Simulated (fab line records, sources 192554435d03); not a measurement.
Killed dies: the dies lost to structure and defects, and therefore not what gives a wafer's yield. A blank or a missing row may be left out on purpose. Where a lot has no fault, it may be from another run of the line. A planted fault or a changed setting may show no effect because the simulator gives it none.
Matching of chambers :: flow n5Finfet :: 4 sister chambers for N5_BEOL_M6_STRIP_19 on rieDiel-01
The step strips in O2. 14 wafers are shown with their chamber, then 7 later ones without.

## WAFERS, EACH WITH ITS CHAMBER
wafer: L076.4
chamber: 0
drypumpMotorCurrentA (A): 5.5
throttleValvePct (%): 16.67
showerheadPlenumPTorr (Torr): 2.16

wafer: L076.5
chamber: 1
drypumpMotorCurrentA (A): 5.4
throttleValvePct (%): 17.30
showerheadPlenumPTorr (Torr): 2.00

wafer: L076.6
chamber: 0
drypumpMotorCurrentA (A): 5.5
throttleValvePct (%): 16.65
showerheadPlenumPTorr (Torr): 2.16

wafer: L077.2
chamber: 1
drypumpMotorCurrentA (A): 5.3
throttleValvePct (%): 17.31
showerheadPlenumPTorr (Torr): 2.00

wafer: L077.5
chamber: 3
drypumpMotorCurrentA (A): 5.5
throttleValvePct (%): 16.80
showerheadPlenumPTorr (Torr): 2.08

wafer: L077.6
chamber: 0
drypumpMotorCurrentA (A): 5.5
throttleValvePct (%): 16.63
showerheadPlenumPTorr (Torr): 2.15

wafer: L079.2
chamber: 0
drypumpMotorCurrentA (A): 5.5
throttleValvePct (%): 16.67
showerheadPlenumPTorr (Torr): 2.15

wafer: L079.3
chamber: 2
drypumpMotorCurrentA (A): 5.8
throttleValvePct (%): 16.88
showerheadPlenumPTorr (Torr): 2.07

wafer: L079.4
chamber: 1
drypumpMotorCurrentA (A): 5.3
throttleValvePct (%): 17.31
showerheadPlenumPTorr (Torr): 2.00

wafer: L091.1
chamber: 0
drypumpMotorCurrentA (A): 5.5
throttleValvePct (%): 16.73
showerheadPlenumPTorr (Torr): 2.14

wafer: L091.2
chamber: 3
drypumpMotorCurrentA (A): 5.5
throttleValvePct (%): 16.85
showerheadPlenumPTorr (Torr): 2.07

wafer: L091.3
chamber: 1
drypumpMotorCurrentA (A): 5.4
throttleValvePct (%): 16.90
showerheadPlenumPTorr (Torr): 2.26

wafer: L093.1
chamber: 3
drypumpMotorCurrentA (A): 5.5
throttleValvePct (%): 16.86
showerheadPlenumPTorr (Torr): 2.07

wafer: L093.2
chamber: 0
drypumpMotorCurrentA (A): 5.5
throttleValvePct (%): 16.72
showerheadPlenumPTorr (Torr): 2.14

SIGNATURES, as means of the wafers listed above
reading: drypumpMotorCurrentA
chamber 0: 5.500
chamber 1: 5.350
chamber 2: 5.800
chamber 3: 5.500
scatter within a chamber: 0.0316

reading: throttleValvePct
chamber 0: 16.6783
chamber 1: 17.2050
chamber 2: 16.8800
chamber 3: 16.8367
scatter within a chamber: 0.116

reading: showerheadPlenumPTorr
chamber 0: 2.1500
chamber 1: 2.0650
chamber 2: 2.0700
chamber 3: 2.0733
scatter within a chamber: 0.0715
Rule: a wafer lies at a distance from a chamber equal to the root of the sum of squares, over the readings, of (its reading less the chamber's mean, divided by the reading's scatter). If the next closest chamber is less than 2 further off than the closest, the wafer can't be placed; otherwise it belongs to the closest. The scatter: the root of (the sum of the squares of (reading less its chamber's mean) over the shown wafers, divided by (wafers less chambers)).

## WAFERS WITHOUT THEIR CHAMBER
wafer: L093.4
drypumpMotorCurrentA (A): 5.4
throttleValvePct (%): 16.90
showerheadPlenumPTorr (Torr): 2.26

wafer: L095.3
drypumpMotorCurrentA (A): 5.5
throttleValvePct (%): 16.73
showerheadPlenumPTorr (Torr): 2.14

wafer: L095.5
drypumpMotorCurrentA (A): 5.3
throttleValvePct (%): 16.90
showerheadPlenumPTorr (Torr): 2.25

wafer: L095.6
drypumpMotorCurrentA (A): 5.5
throttleValvePct (%): 16.84
showerheadPlenumPTorr (Torr): 2.07

wafer: L096.1
drypumpMotorCurrentA (A): 5.3
throttleValvePct (%): 16.92
showerheadPlenumPTorr (Torr): 2.25

wafer: L096.2
drypumpMotorCurrentA (A): 5.8
throttleValvePct (%): 16.44
showerheadPlenumPTorr (Torr): 2.06

wafer: L096.4
drypumpMotorCurrentA (A): 5.8
throttleValvePct (%): 16.44
showerheadPlenumPTorr (Torr): 2.06

## CHAMBER TAKEN BY EACH
wafer: L093.4
from the rows above: can't be placed: 0 or 1 or 3
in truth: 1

wafer: L095.3
from the rows above: can't be placed: 0 or 3
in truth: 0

wafer: L095.5
from the rows above: 1
in truth: 1

wafer: L095.6
from the rows above: can't be placed: 3 or 0
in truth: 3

wafer: L096.1
from the rows above: 1
in truth: 1

wafer: L096.2
from the rows above: 2
in truth: 2

wafer: L096.4
from the rows above: 2
in truth: 2
4 of 7 placed correctly. Not placeable from these rows: 3 (in 3, the candidates include the true chamber). Wrongly placed: 0.
